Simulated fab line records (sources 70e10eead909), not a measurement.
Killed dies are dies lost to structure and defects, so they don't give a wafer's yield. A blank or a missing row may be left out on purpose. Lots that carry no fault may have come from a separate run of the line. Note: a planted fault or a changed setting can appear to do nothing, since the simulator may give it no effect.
Shared-tool check | flow nand_harc | Sampled: 12 lots, 36 wafers

## REASON IT WAS OPENED
On 2 of the 12 lots, a flag is raised at NHARC_A_CHANNEL_HOLE_D2_CD_MEAS_10 on the reading cd_nm. Wafers without a fault read 99.9 nm, standard deviation 0.76.
Rule: flag the lot when none of its wafers has a number, or when each of its wafers that has one lies beyond 4 standard deviations from that mean. The other lots count as sound.

lot  | measured     | on        | cd_nm (nm), wafer by wafer | flag
L640 | day 12 21:40 | cd_sem-01 | 100.6 100.7 99.9           |
L643 | day 14 08:25 | cd_sem-03 | 101.1 100.3 100.7          |
L644 | day 14 09:35 | cd_sem-01 | 100.0 100.5 100.0          |
L645 | day 15 01:50 | cd_sem-01 | 100.0 100.4 100.5          |
L646 | day 15 04:14 | cd_sem-03 | 98.8 99.7 99.6             |
L647 | day 15 21:55 | cd_sem-01 | 100.2 100.8 99.6           |
L648 | day 16 17:59 | cd_sem-03 | 104.4 105.0 105.0          | FLAGGED
L651 | day 17 10:30 | cd_sem-01 | 104.8 104.4 103.9          | FLAGGED
L656 | day 20 01:06 | cd_sem-03 | 99.7 99.6 98.8             |
L660 | day 21 12:58 | cd_sem-01 | 100.7 100.0 99.7           |
L662 | day 22 09:20 | cd_sem-02 | 101.2 100.7 100.6          |
L661 | day 22 09:22 | cd_sem-03 | 100.5 100.1 100.2          |
On average the flagged lots' numbers are 104.6 nm, which is +4.7 nm against the usual, or +6 standard deviations.

## TOOL THAT RAN EACH LOT
Before the reading, the record contains 2 process steps out of a 1302-step route. Cell contents, in order: the tool; ch with the chambers the sampled wafers went through; the start.
lot  | flag    | NHARC_A_ONON_D2_DEP_33          | NHARC_A_CHANNEL_HOLE_D2_EXPOSE_07
L640 |         | pecvd-01 ch 0,1,2, day 12 18:34 | arfi_scanner-02 ch 0, day 12 21:31
L643 |         | pecvd-02 ch 0,1,2, day 14 04:08 | arfi_scanner-02 ch 0, day 14 08:16
L644 |         | pecvd-04 ch 0,1,2, day 14 04:11 | arfi_scanner-02 ch 0, day 14 09:26
L645 |         | pecvd-02 ch 0,1, day 14 19:28   | arfi_scanner-03 ch 0, day 15 01:41
L646 |         | pecvd-04 ch 1,2, day 15 00:59   | arfi_scanner-02 ch 0, day 15 04:06
L647 |         | pecvd-01 ch 0,1,2, day 15 18:43 | arfi_scanner-03 ch 0, day 15 21:47
L648 | FLAGGED | pecvd-02 ch 0,1,2, day 16 12:25 | arfi_scanner-03 ch 0, day 16 17:51
L651 | FLAGGED | pecvd-01 ch 0,2, day 17 06:05   | arfi_scanner-03 ch 0, day 17 10:22
L656 |         | pecvd-01 ch 0,2, day 19 18:41   | arfi_scanner-02 ch 0, day 20 00:58
L660 |         | pecvd-02 ch 0,2, day 21 07:36   | arfi_scanner-01 ch 0, day 21 12:49
L662 |         | pecvd-02 ch 1,2, day 22 06:14   | arfi_scanner-02 ch 0, day 22 09:12
L661 |         | pecvd-01 ch 0,1,2, day 22 06:12 | arfi_scanner-02 ch 0, day 22 09:14
What the steps here do:
- NHARC_A_ONON_D2_DEP_33: deposits SiO2, target thk 200 nm.
- NHARC_A_CHANNEL_HOLE_D2_EXPOSE_07: exposes mask HOLE D2, target cd 100 nm.
- NHARC_A_CHANNEL_HOLE_D2_CD_MEAS_10: target cd 100 nm.

## FLAGGED OVER TOTAL, TOOL BY TOOL (the gauges that took the reading come last)
step                               | tool            | lots run | flagged | share of the flagged lots | sound lots run after its first flagged lot
NHARC_A_ONON_D2_DEP_33             | pecvd-01        | 5        | 1       | some                      | 2 (L656,L661)
NHARC_A_ONON_D2_DEP_33             | pecvd-02        | 5        | 1       | some                      | 2 (L660,L662)
NHARC_A_ONON_D2_DEP_33             | pecvd-04        | 2        | 0       | none                      | -
NHARC_A_CHANNEL_HOLE_D2_EXPOSE_07  | arfi_scanner-01 | 1        | 0       | none                      | -
NHARC_A_CHANNEL_HOLE_D2_EXPOSE_07  | arfi_scanner-02 | 7        | 0       | none                      | -
NHARC_A_CHANNEL_HOLE_D2_EXPOSE_07  | arfi_scanner-03 | 4        | 2       | all                       | 0
NHARC_A_CHANNEL_HOLE_D2_CD_MEAS_10 | cd_sem-01       | 6        | 1       | some                      | 1 (L660)
NHARC_A_CHANNEL_HOLE_D2_CD_MEAS_10 | cd_sem-02       | 1        | 0       | none                      | -
NHARC_A_CHANNEL_HOLE_D2_CD_MEAS_10 | cd_sem-03       | 5        | 1       | some                      | 2 (L656,L661)

## WHAT THE TABLE PERMITS
Rows of the table that ran each flagged lot: 1, that is arfi_scanner-03 at NHARC_A_CHANNEL_HOLE_D2_EXPOSE_07.
- arfi_scanner-03 at NHARC_A_CHANNEL_HOLE_D2_EXPOSE_07 ran 4 lots, 2 of them flagged. It ran its last sound lot, L647, at day 15 21:47 and its first flagged lot, L648, at day 16 17:51: a fault with its onset between the two fits. Its own readings lie more than 4 standard deviations out on every wafer of the flagged lots: exposure_dose_mJ_cm2.
Just one tool remains: arfi_scanner-03 at NHARC_A_CHANNEL_HOLE_D2_EXPOSE_07.

## WHAT THE SIMULATOR HAD PUT IN
Drift in process parameters on arfi_scanner-03 at NHARC_A_CHANNEL_HOLE_D2_EXPOSE_07, starting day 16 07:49. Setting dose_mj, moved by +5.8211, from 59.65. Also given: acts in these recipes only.
Lots struck among those shown: L648, L651. The rule above found the same.
